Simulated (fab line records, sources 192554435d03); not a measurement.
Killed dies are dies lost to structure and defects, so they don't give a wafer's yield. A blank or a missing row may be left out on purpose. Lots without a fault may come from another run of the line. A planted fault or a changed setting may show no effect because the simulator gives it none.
Problem report in the 8D (eight disciplines) form, filled by code | flow n5_finfet | the parts of the form that need people (team, actions taken, sign-off) are left out

1. THE PROBLEM
etch_rf_on_time_s at N5_SDB_ETCH_17 reads a mean of 25.5 s on 3 wafers of 3 lots; wafers without a fault read 38.8 s with a standard deviation of 0.62. That is -21 standard deviations from the usual mean.
The step: etches SiARC in CF4, target depth 23.4 nm, time 39 s.
First seen on wafer L911.5, day 6 23:52, on rie_diel-02. The record holds 24 wafers of 9 lots with a number at this step. Rule for "out", or "out of limits": more than 4 standard deviations from the usual mean. The other wafers with a number count as sound.

2. WHAT IT IS AND WHAT IT IS NOT
question                    | is                     | is not
which readings at this step | etch_rf_on_time_s      | drypump_motor_current_A, oes_product_au, rf_fwd_power_W, rf_vpp_V, showerhead_plenum_p_Torr, throttle_valve_pct
which lots                  | L911, L913, L914       | L898, L901, L908, L919, L920, L921
which wafers of those lots  | L911.5, L913.4, L914.5 | L911.6, L913.6, L914.2
read on which tools         | rie_diel-02            | rie_diel-01, rie_diel-04
when                        | from day 6 23:52       | up to then (10 sound wafers); but 11 sound wafers of L913, L914, L919, L920, L921 came after

3. SUSPECTS, AND WHAT RULES EACH OUT
Counting: a tool at a process step up to the reading stays a suspect if it ran every lot that is out. Sound lots after the first of them don't rule it out here, since some wafers of a struck lot are sound.
- rie_diel-02 at N5_SDB_ETCH_17 (etches SiARC in CF4, target depth 23.4 nm, time 39 s): kept. It ran every lot that is out, first L911 (day 6 23:52); its last sound lot up to then is L908 (day 6 06:53). Its own readings are out on those wafers: etch_rf_on_time_s.
Left after counting: rie_diel-02 at N5_SDB_ETCH_17.

4. THE CAUSE (what the simulator had put in)
Process parameter drift: rie_diel-02, from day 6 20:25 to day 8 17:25, at N5_SDB_ETCH_17. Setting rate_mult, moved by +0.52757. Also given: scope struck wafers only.
Counting left only this tool.

5. THE CHAIN OF EFFECTS, in route order
Each row: a reading whose mean over the struck wafers that have a number lies more than 3 standard deviations from the usual. Only readings for which the record gives a usual standard deviation are gone through. hours: the time from each lot's start at the first step in this table that gives one to its start at this step, as a median over the lots. sigmas: the change in usual standard deviations.
hours | step           | reading           | usual  | on struck wafers | change | sigmas
0     | N5_SDB_ETCH_17 | etch_rf_on_time_s | 38.8 s | 25.5             | -13.3  | -21
The process steps in it:
- N5_SDB_ETCH_17: etches SiARC in CF4, target depth 23.4 nm, time 39 s.
Later measuring or inspecting steps at which every struck wafer that the step has a row for has a number for every such reading, and none has moved that far: N5_BEOL_M4_RC_MEAS_101.

6. WHAT WOULD HAVE CAUGHT IT SOONER
In this record the first reading out of limits was taken at day 6 23:52, 3 hours after the fault began at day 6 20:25.
